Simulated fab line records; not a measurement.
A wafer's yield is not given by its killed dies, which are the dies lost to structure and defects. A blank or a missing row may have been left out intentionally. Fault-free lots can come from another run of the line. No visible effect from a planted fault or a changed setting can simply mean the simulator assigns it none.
Problem report in the 8D (eight disciplines) form, filled by code / flow n5 finfet / the parts of the form that need people (team, actions taken, sign-off) are left out

1. WHAT IS WRONG
raw defect count at N5_BEOL_M8_INSPECT_58 reads a mean of 460 on 2 wafers of 2 lots; wafers without a fault read 71 with a standard deviation of 22. Measured from the usual mean, that is +18 standard deviations.
The step: inspects for defects (darkfield).
Seen first at day 11 22:58 on defect inspect-01, wafer L271.4. The record has a number at this step for 30 wafers belonging to 10 lots. By rule, "out" or "out of limits" means more than 4 standard deviations away from the usual mean. Any other wafer with a number is counted as sound.

2. WHAT IT IS; WHAT IT IS NOT
question=which readings at this step | is=raw defect count | is not=-
question=which lots | is=L271, L273 | is not=L263, L264, L265, L266, L268, L275, L281, L285
question=which wafers of those lots | is=L271.4, L273.3 | is not=L271.3, L271.5, L273.2, L273.5
question=read on which gauges | is=defect inspect-01, defect inspect-02 | is not=-
question=when | is=from day 11 22:58 | is not=up to then (17 sound wafers); but 11 sound wafers of L273, L275, L281, L285 came after

3. SUSPECTS, AND WHAT RULES EACH OUT
Counting: if a tool at a process step up to the reading ran every lot that is out, it stays a suspect. Sound lots after the first of them don't rule it out here, since some wafers of a struck lot are sound.
- the gauge at N5_BEOL_M8_INSPECT_58: ruled out. Those wafers that are out were read across 2 gauges (defect inspect-01, defect inspect-02).
- pecvd-01 at N5_BEOL_M8_DEP_56 (deposits SiCN from 3MS/NH3, target thk 10 nm, time 17.5 s): kept. Ran every lot that is out, first one L271 (day 11 22:52); last sound lot up to then L265 (day 10 19:19).
- pecvd-01, N5_BEOL_M8_DEP_56: wafers that are out in chamber 1, sound lot-mates in chambers 0, 2.
The count leaves pecvd-01 at N5_BEOL_M8_DEP_56.

4. THE CAUSE (what the simulator had put in)
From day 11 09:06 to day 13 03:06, pecvd-01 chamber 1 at N5_BEOL_M8_DEP_56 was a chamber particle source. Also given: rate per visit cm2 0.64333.
This tool alone remained once counting was done.

5. THE EFFECT CHAIN, in route order
Each row: a reading where the mean over the struck wafers with a number is more than 3 standard deviations away from the usual. Scope: only readings with a usual standard deviation given in the record; hours: median across lots of the time from each lot's start at the first step in this table that gives one to its start at this step; sigmas: change in usual standard deviations.
hours=0; step=N5_BEOL_M8_INSPECT_58; reading=raw defect count; usual=71; on struck wafers=460; change=+389; sigmas=+18
hours=3; step=N5_BEOL_M9_INSPECT_13; reading=raw defect count; usual=395; on struck wafers=752; change=+356; sigmas=+4.6
hours=5; step=N5_BEOL_M9_INSPECT_30; reading=raw defect count; usual=399; on struck wafers=769; change=+370; sigmas=+4.5
hours=72; step=N5_PASSIVATION_PROBE_49; reading=defect limited yield; usual=91.3 %; on struck wafers=84.4; change=-6.9; sigmas=-5.3
hours=72; step=N5_PASSIVATION_PROBE_49; reading=killed_at_M4_up; usual=14; on struck wafers=87; change=+73; sigmas=+14
hours=72; step=N5_PASSIVATION_PROBE_49; reading=killed dies; usual=103; on struck wafers=184; change=+81; sigmas=+5.4
hours=72; step=N5_PASSIVATION_PROBE_49; reading=killed on rim; usual=14; on struck wafers=34; change=+20; sigmas=+4.9
hours=72; step=N5_PASSIVATION_PROBE_49; reading=sort_bin_5_function; usual=5.1 %; on struck wafers=9.9; change=+4.8; sigmas=+5.5
hours=72; step=N5_PASSIVATION_PROBE_49; reading=sort n pass; usual=1077; on struck wafers=996; change=-81; sigmas=-5.4
hours=72; step=N5_PASSIVATION_PROBE_49; reading=sort yield pct; usual=91.3 %; on struck wafers=84.4; change=-6.9; sigmas=-5.3
It contains these process steps:
- N5_PASSIVATION_PROBE_49

6. HOW IT WOULD HAVE BEEN CAUGHT EARLIER
The first out-of-limits reading at a measuring or inspecting step in this record came at day 11 22:58, 14 hours after the fault's start at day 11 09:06.
An alarm limit of 4 standard deviations would not have fired on the tool readings at N5_BEOL_M8_DEP_56 for which the record gives a usual standard deviation, since none of them was out on any struck wafer.
Of the lots that are out (2), L273 began N5_BEOL_M8_DEP_56 on pecvd-01 after day 11 22:58. Holding the tool at that time would have saved it.
